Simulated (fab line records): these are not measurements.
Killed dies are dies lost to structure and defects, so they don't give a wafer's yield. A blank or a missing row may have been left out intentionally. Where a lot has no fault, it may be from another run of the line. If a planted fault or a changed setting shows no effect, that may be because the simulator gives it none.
A lot that was struck, set against a sound lot + flow n5 finfet + 44 steps out of a route of 1938
Sound: these wafers, L213.1, L213.3, L213.6. The struck wafers were L220.2, L220.3, L220.5. The cause is named last.
Each step with rows lists, per side, the tool, then ch with its chambers, then its first start. Under that, the readings that differ: sound wafers + struck wafers + difference of the means + sigmas: that difference in standard deviations of wafers without a fault.
alike: words and numbers the same on both sides, and readings whose means are apart by under 2 such deviations; not compared: readings that were withheld, readings missing a value for some wafer, numbers with overlapping values and no deviation given by the record, and bounds like >300 which may hide the same value.
A row with sigmas, a row that says differs or no value, or rows on one side alone: a step with any of these is where the two part. Non-overlapping numbers with no deviation appear without sigmas and do not part them. A reading that every wafer of one side lacks parts them only if that side has two wafers or more.

first, 5 steps without rows for these wafers: N5_BEOL_M6_ALD_77 (deposits TaN, target thk 2 nm, pulse time 2 s, purge time 3 s); N5_BEOL_M6_SURFACE_TREAT_79; N5_BEOL_M6_CVD_78 (deposits Co from CCTBA/H2, target thk 2 nm, time 142.3 s); N5_BEOL_M6_SPUTTER_48 (material Cu, target thk 10 nm, time 1.667 s); N5_BEOL_M6_ECD_50 (material Cu, target thk 300 nm).
N5_BEOL_M6_ANNEAL_51: time 90 s.
  sound on rtp anneal-02 ch 0, day 10 22:44; struck on rtp anneal-02 ch 0, day 13 07:28
  alike: wafer_temp_C_max
then, 1 step without rows for these wafers: N5_BEOL_M6_CMP_52 (polishes, stops on SiCOH lowk, t overpolish 6.9 s, target thk 80 nm).
N5_BEOL_M6_THK_MEAS_53: measures by xrf.
  struck on film metro-01, day 13 08:01; sound on film metro-02, day 10 23:20
  alike: M6_THK
then, 1 step without rows for these wafers: N5_BEOL_M6_PRE_CLEAN_55 (time 15 s).
N5_BEOL_M6_DEP_56: deposits SiCN from 3MS/NH3, target thk 10 nm, time 17.5 s.
  sound on pecvd-01 ch 0,2, day 10 23:24; struck on pecvd-01 ch 0,1,2, day 13 08:05
  alike: showerhead plenum p Torr, throttle valve pct
N5_BEOL_M6_RS_MEAS_57: a four-point-probe measurement.
  struck on film metro-02, day 13 08:09; sound on film metro-01, day 10 23:29
  alike: M6_RS
N5_BEOL_M6_INSPECT_58: inspects for defects (darkfield).
  struck on defect inspect-01, day 13 08:10; sound on defect inspect-01, day 10 23:31
  alike: raw defect count
N5_BEOL_M7_ILD_DEP_00: deposits SiCOH lowk from DEMS/porogen, target thk 179.75 nm, time 33.4 s.
  sound on pecvd-04 ch 1,2, day 10 23:33; struck on pecvd-02 ch 0,1, day 13 08:13
| reading                                            | sound                | struck               | difference | sigmas |
|----------------------------------------------------|----------------------|----------------------|------------|--------|
| susceptor temp C (C)                               | 299.91 300.38 299.74 | 296.25 296.00 296.28 | -3.83      | -21    |
| model.SiCOH_lowk_of_BEOL_M7_ILD_DEP_00.thk nm (nm) | 177.8 177.4 181      | 182 184.2 185.6      | +5         |        |
  alike: heater power w, showerhead plenum p Torr, throttle valve pct
then, 1 step without rows for these wafers: N5_BEOL_M7_CURE_74 (cures SiCOH lowk, time 240 s).
N5_BEOL_M7_THK_MEAS_01:
  struck on film metro-01, day 13 08:47; sound on film metro-02, day 11 00:08
| reading         | sound             | struck            | difference | sigmas |
|-----------------|-------------------|-------------------|------------|--------|
| M7_ILD_THK (nm) | 153.4 153.0 156.0 | 157.0 159.0 160.1 | +4.6       | +2     |
then, 1 step without rows for these wafers: N5_BEOL_M7_PECVD_70 (deposits SiO2 from TEOS/O2, target thk 20 nm, time 22.7 s).
N5_BEOL_M7_HM_DEP_02: deposits TiN, target thk 20 nm.
  struck on pvd sputter-02, day 13 09:34; sound on pvd sputter-01, day 11 01:47
| reading              | sound             | struck            | difference | sigmas |
|----------------------|-------------------|-------------------|------------|--------|
| substrate temp c (C) | 24.99 24.86 24.88 | 25.14 25.07 25.26 | +0.25      | +2     |
  alike: susceptor temp C, throttle valve pct
then, 8 steps without rows for these wafers: N5_BEOL_M7_COAT_59 (time 60 s, resist thk 100 nm); N5_BEOL_M7_COAT_60 (time 60 s, resist thk 35 nm); N5_BEOL_M7_COAT_05 (resist thk 90 nm); N5_BEOL_M7_EBR_07; N5_BEOL_M7_SOFTBAKE_06 (time 60 s); N5_BEOL_M7_EXPOSE_08 (exposes mask M7); N5_BEOL_M7_PEB_09 (peb time 60 s); N5_BEOL_M7_DEVELOP_10 (develop time 30 s).
N5_BEOL_M7_CD_MEAS_11 targets a cd of 38.5 nm.
  sound on cd sem-03 ch 0, day 11 02:17; struck on cd sem-02 ch 0, day 13 10:05
  alike: cd nm
N5_BEOL_M7_OVL_MEAS_12:
  sound on overlay-02 ch 0, day 11 02:19; struck on overlay-01 ch 0, day 13 10:07
  alike: M7_OVL
N5_BEOL_M7_INSPECT_13: inspects for defects (brightfield).
  struck on defect inspect-01, day 13 10:08; sound on defect inspect-01, day 11 02:20
  alike: raw defect count
then, 1 step without rows for these wafers: N5_BEOL_M7_DESCUM_16 (chemistry O2, time 7.9 s).
N5_BEOL_M7_ETCH_61: etches SiARC in CF4, target depth 45.5 nm, time 75.8 s.
  sound on rie diel-01 ch 0,2,3, day 11 02:31; struck on rie diel-03 ch 1,2,3, day 13 10:12
  alike: drypump motor current A, etch rf on time s, oes product au, rf vpp V, showerhead plenum p Torr, throttle valve pct
  not compared: rf hours counter h
N5_BEOL_M7_ETCH_62: etches SOC in N2/H2, target depth 110 nm, overetch 22 nm, time 165 s.
  sound on rie diel-01 ch 0,2,3, day 11 02:35; struck on rie diel-03 ch 1,2,3, day 13 10:15
  alike: drypump motor current A, oes product au, rf vpp V, showerhead plenum p Torr, throttle valve pct
  not compared: rf hours counter h
then, 4 steps without rows for these wafers: N5_BEOL_M7_STRIP_68 (strips in N2/H2); N5_BEOL_M7_STRIP_67 (strips in CF4); N5_BEOL_M7_HM_OPEN_17 (chemistry Cl2/BCl3, target TiN, target depth 20 nm, overetch 6 nm); N5_BEOL_M7_STRIP_19 (strips in O2).
N5_BEOL_M7_CD_MEAS_18: pitch 80 nm, target cd 40 nm.
  struck on cd sem-01, day 13 10:38; sound on cd sem-02, day 11 02:57
  alike: cd nm
then, 6 steps without rows for these wafers: N5_BEOL_M7_COAT_63 (time 60 s, resist thk 60 nm); N5_BEOL_M7_COAT_64 (time 60 s, resist thk 12 nm); N5_BEOL_M7_COAT_71 (time 60 s, resist thk 5 nm); N5_BEOL_M7_COAT_22 (resist thk 30 nm); N5_BEOL_M7_EBR_24; N5_BEOL_M7_SOFTBAKE_23 (time 60 s).
N5_BEOL_M7_CMP_52: polishes, stops on SiCOH lowk, t overpolish 6.9 s, target thk 80 nm.
  sound on cmp-02 ch 0,2, day 11 06:01; struck on cmp-04 ch 2,3, day 13 14:44
| reading                                            | sound         | struck        | difference | sigmas |
|----------------------------------------------------|---------------|---------------|------------|--------|
| model.SiCOH_lowk_of_BEOL_M7_ILD_DEP_00.thk nm (nm) | 150.4 150 153 | 154 156 157.2 | +5         |        |
  alike: barrier field endpoint s, motor current A, overpolish run s, time to endpoint s
  not compared: pad life wafers
N5_PASSIVATION_PROBE_49:
  sound wafers here have rows in the record (prober-02, day 14 11:20); struck ones have none

WHERE THEY PART
Earliest at N5_BEOL_M7_ILD_DEP_00; latest, in this record, at N5_PASSIVATION_PROBE_49.

WHY: the cause the simulator had injected
Process parameter drift: pecvd-02, from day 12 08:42 on, at N5_BEOL_M7_ILD_DEP_00. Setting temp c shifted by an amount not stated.
